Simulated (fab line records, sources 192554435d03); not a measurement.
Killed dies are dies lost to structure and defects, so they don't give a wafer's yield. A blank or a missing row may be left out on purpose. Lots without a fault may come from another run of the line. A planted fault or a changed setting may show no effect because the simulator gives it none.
Split-lot experiment | flow n5_finfet | 7 lots, 39 wafers read, on a route of 1938 steps

THE SPLIT
At N5_MOL_CONTACT_COAG_ALD_133 (deposits SiO2, target thk 5 nm, pulse time 1 s, co reactant pulse time 1 s), the setting ald_cycles was moved away from the recipe's 35 on 15 of the 39 wafers read, by -17.1% to +11.4%. The other wafers ran this setting at the recipe's value.

The reading is taken at the split's own step.

THE READING
SiO2_of_MOL_CONTACT_COAG_ALD_133.thk_nm (the simulator's own value, which no gauge read), in nm, at N5_MOL_CONTACT_COAG_ALD_133 (deposits SiO2, target thk 5 nm, pulse time 1 s, co reactant pulse time 1 s). The file gives no usual value for it.

wafer  | tool, chamber at the split | ald_cycles as run | against the recipe | SiO2_of_MOL_CONTACT_COAG_ALD_133.thk_nm, nm | against lot-mates on the recipe
L074.1 | ald_sin-04, 0,3,2,1,1,0    | 35                | recipe             | 5                                           | -
L074.2 | ald_sin-04, 0,3,2,1,1,0    | 35                | recipe             | 5                                           | -
L074.3 | ald_sin-04, 0,3,2,1,1,0    | 35                | recipe             | 5                                           | -
L074.4 | ald_sin-04, 0,3,2,1,1,0    | 35                | recipe             | 5                                           | -
L074.5 | ald_sin-04, 0,3,2,1,1,0    | 35                | recipe             | 5                                           | -
L074.6 | ald_sin-04, 0,3,2,1,1,0    | 35                | recipe             | 5                                           | -
L079.1 | ald_sin-04, 3,0            | 29                | -17.1%             | 4.2                                         | -0.8
L079.6 | ald_sin-04, 3,0            | 29                | -17.1%             | 4.2                                         | -0.8
L079.2 | ald_sin-04, 1              | 29                | -17.1%             | 4                                           | -1.0
L079.3 | ald_sin-04, 2,0,3          | 35                | recipe             | 5                                           | -
L079.4 | ald_sin-04, 2,0,3          | 35                | recipe             | 5                                           | -
L079.5 | ald_sin-04, 2,0,3          | 35                | recipe             | 5                                           | -
L083.1 | ald_sin-04, 3              | 30                | -14.3%             | 4.4                                         | -0.6
L083.2 | ald_sin-04, 1,3            | 30                | -14.3%             | 4.2                                         | -0.8
L083.5 | ald_sin-04, 1,3            | 30                | -14.3%             | 4.2                                         | -0.8
L083.3 | ald_sin-04, 2,0,2          | 35                | recipe             | 5                                           | -
L083.4 | ald_sin-04, 2,0,2          | 35                | recipe             | 5                                           | -
L083.6 | ald_sin-04, 2,0,2          | 35                | recipe             | 5                                           | -
L087.1 | ald_sin-03, 0,2,0          | 35                | recipe             | 5                                           | -
L087.2 | ald_sin-03, 0,2,0          | 35                | recipe             | 5                                           | -
L087.6 | ald_sin-03, 0,2,0          | 35                | recipe             | 5                                           | -
L088.1 | ald_sin-04, 0,3,2          | 35                | recipe             | 5                                           | -
L088.3 | ald_sin-04, 0,3,2          | 35                | recipe             | 5                                           | -
L088.6 | ald_sin-04, 0,3,2          | 35                | recipe             | 5                                           | -
L088.2 | ald_sin-04, 2,1,3          | 39                | +11.4%             | 5.6                                         | +0.6
L088.4 | ald_sin-04, 2,1,3          | 39                | +11.4%             | 5.6                                         | +0.6
L088.5 | ald_sin-04, 2,1,3          | 39                | +11.4%             | 5.6                                         | +0.6
L091.1 | ald_sin-02, 2,0,2          | 38                | +8.6%              | 5.4                                         | +0.4
L091.4 | ald_sin-02, 2,0,2          | 38                | +8.6%              | 5.4                                         | +0.4
L091.5 | ald_sin-02, 2,0,2          | 38                | +8.6%              | 5.4                                         | +0.4
L091.2 | ald_sin-02, 3,1,1          | 35                | recipe             | 5                                           | -
L091.3 | ald_sin-02, 3,1,1          | 35                | recipe             | 5                                           | -
L091.6 | ald_sin-02, 3,1,1          | 35                | recipe             | 5                                           | -
L094.1 | ald_sin-04, 3,3,2          | 32                | -8.6%              | 4.6                                         | -0.4
L094.5 | ald_sin-04, 3,3,2          | 32                | -8.6%              | 4.6                                         | -0.4
L094.6 | ald_sin-04, 3,3,2          | 32                | -8.6%              | 4.6                                         | -0.4
L094.2 | ald_sin-04, 1,2,0          | 35                | recipe             | 5                                           | -
L094.3 | ald_sin-04, 1,2,0          | 35                | recipe             | 5                                           | -
L094.4 | ald_sin-04, 1,2,0          | 35                | recipe             | 5                                           | -
Where a row lists several chambers, the file gives one row for several wafers and doesn't say which wafer went through which chamber.

THE FIT
A straight line over all 39 wafers: SiO2_of_MOL_CONTACT_COAG_ALD_133.thk_nm changes by +0.0504 nm for each +1% of ald_cycles; r = +0.99; the points scatter about the line by 0.041 nm.
The same after taking each lot's own level away (the mean of its wafers on the recipe; 39 wafers): +0.0504 nm for each +1%; r = +0.99; scatter 0.041 nm.
On that fit, the largest move of ald_cycles shifts the reading by 0.86 nm.
The lots' own levels span 5.00 to 5.00 nm.
So the lot-to-lot level changes the slope little: the two slopes agree.
Check: with one of the wafers moved furthest among these (-17.1%) left out of the fit, the line predicts -0.873 nm for it against its lot-mates. It came out at -0.8 nm against them.

OTHER SPLITS ON THESE WAFERS
These wafers also went through other splits before the reading. Each is held against what the fit with the lots' levels taken away leaves over:
other split on the same wafers        | wafers away from the commonest value | r with SiO2_of_MOL_CONTACT_COAG_ALD_133.thk_nm (lot level and that fit taken away)
N5_HKMG_FIN_EXPOSE_46 dose_mj         | 15                                   | +0.04
N5_MOL_CONTACT_COAG_ETCH_106 source_w | 12                                   | +0.11

THE FILE'S OWN FIT
SiO2_of_MOL_CONTACT_COAG_ALD_133.thk_nm changes by +0.0504 nm for each +1% of ald_cycles, r = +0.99.
